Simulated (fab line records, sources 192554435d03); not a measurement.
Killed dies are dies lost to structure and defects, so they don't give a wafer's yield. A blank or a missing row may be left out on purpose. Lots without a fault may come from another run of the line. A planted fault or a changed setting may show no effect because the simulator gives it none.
Split-lot experiment | flow n5_finfet | 7 lots, 21 wafers read, on a route of 1938 steps

THE SPLIT
At N5_MOL_CONTACT_COAG_ETCH_91 (etches SOC in N2/H2, target depth 60 nm, overetch 21 nm, time 101.2 s), the setting source_w was moved away from the recipe's 840 W on 5 of the 21 wafers read, by -13.5% to +15.2%. The other wafers ran this setting at the recipe's value.

The reading is taken at the split's own step.

THE READING
rf_vpp_V, in V, at N5_MOL_CONTACT_COAG_ETCH_91 (etches SOC in N2/H2, target depth 60 nm, overetch 21 nm, time 101.2 s). Fault-free wafers of this fab line usually give 523.8 V, standard deviation 2.5 V.

wafer  | tool, chamber at the split | source_w as run, W | against the recipe | rf_vpp_V, V | against lot-mates on the recipe
L076.1 | rie_diel-03, 1             | 840                | recipe             | 522.1       | -
L076.2 | rie_diel-03, 2             | 840                | recipe             | 523.3       | -
L076.4 | rie_diel-03, 0             | 840                | recipe             | 522.1       | -
L079.1 | rie_diel-04, 0             | 967.8              | +15.2%             | 498.8       | -23.5
L079.3 | rie_diel-04, 2             | 967.8              | +15.2%             | 498.0       | -24.3
L079.6 | rie_diel-04, 2             | 840                | recipe             | 522.3       | -
L083.3 | rie_diel-02, 2             | 891.2              | +6.1%              | 513.3       | -8.7
L083.5 | rie_diel-02, 1             | 840                | recipe             | 523.1       | -
L083.6 | rie_diel-02, 0             | 840                | recipe             | 520.9       | -
L088.2 | rie_diel-04, 1             | 840                | recipe             | 527.3       | -
L088.3 | rie_diel-04, 2             | 726.9              | -13.5%             | 548.3       | +21.0
L088.4 | rie_diel-04, 1             | 840                | recipe             | 527.3       | -
L091.1 | rie_diel-04, 1             | 958.9              | +14.2%             | 502.8       | -21.2
L091.4 | rie_diel-04, 3             | 840                | recipe             | 522.7       | -
L091.5 | rie_diel-04, 1             | 840                | recipe             | 525.4       | -
L096.3 | rie_diel-03, 1             | 840                | recipe             | 521.9       | -
L096.5 | rie_diel-03, 0             | 840                | recipe             | 521.0       | -
L096.6 | rie_diel-03, 3             | 840                | recipe             | 527.2       | -
L097.2 | rie_diel-03, 0             | 840                | recipe             | 522.3       | -
L097.4 | rie_diel-03, 1             | 840                | recipe             | 520.7       | -
L097.5 | rie_diel-03, 0             | 840                | recipe             | 521.8       | -

THE FIT
A straight line over all 21 wafers: rf_vpp_V changes by -1.65 V for each +1% of source_w; r = -0.98; the points scatter about the line by 2.2 V.
The same after taking each lot's own level away (the mean of its wafers on the recipe; 21 wafers): -1.55 V for each +1%; r = -0.99; scatter 1.3 V.
On that fit, the largest move of source_w shifts the reading by 24 V.
The lots' own levels span 521.60 to 527.30 V, that is 2.3 times the standard deviation above.
So the lot-to-lot level changes the slope little: the two slopes agree.
Check: with one of the wafers moved furthest among these (+15.2%) left out of the fit, the line predicts -23.5 V for it against its lot-mates. It came out at -23.5 V against them.
Tool readings at the split's step, against how far the setting was moved: rf_vpp_V r = -0.98.

OTHER SPLITS ON THESE WAFERS
These wafers also went through other splits before the reading. Each is held against what the fit with the lots' levels taken away leaves over:
other split on the same wafers        | wafers away from the commonest value | r with rf_vpp_V (lot level and that fit taken away)
N5_HKMG_FIN_ETCH_58 source_w          | 9                                    | -0.20
N5_MOL_CONTACT_COAG_ETCH_110 source_w | 6                                    | -0.51

THE FILE'S OWN FIT
rf_vpp_V changes by -1.54 V for each +1% of source_w, r = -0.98.
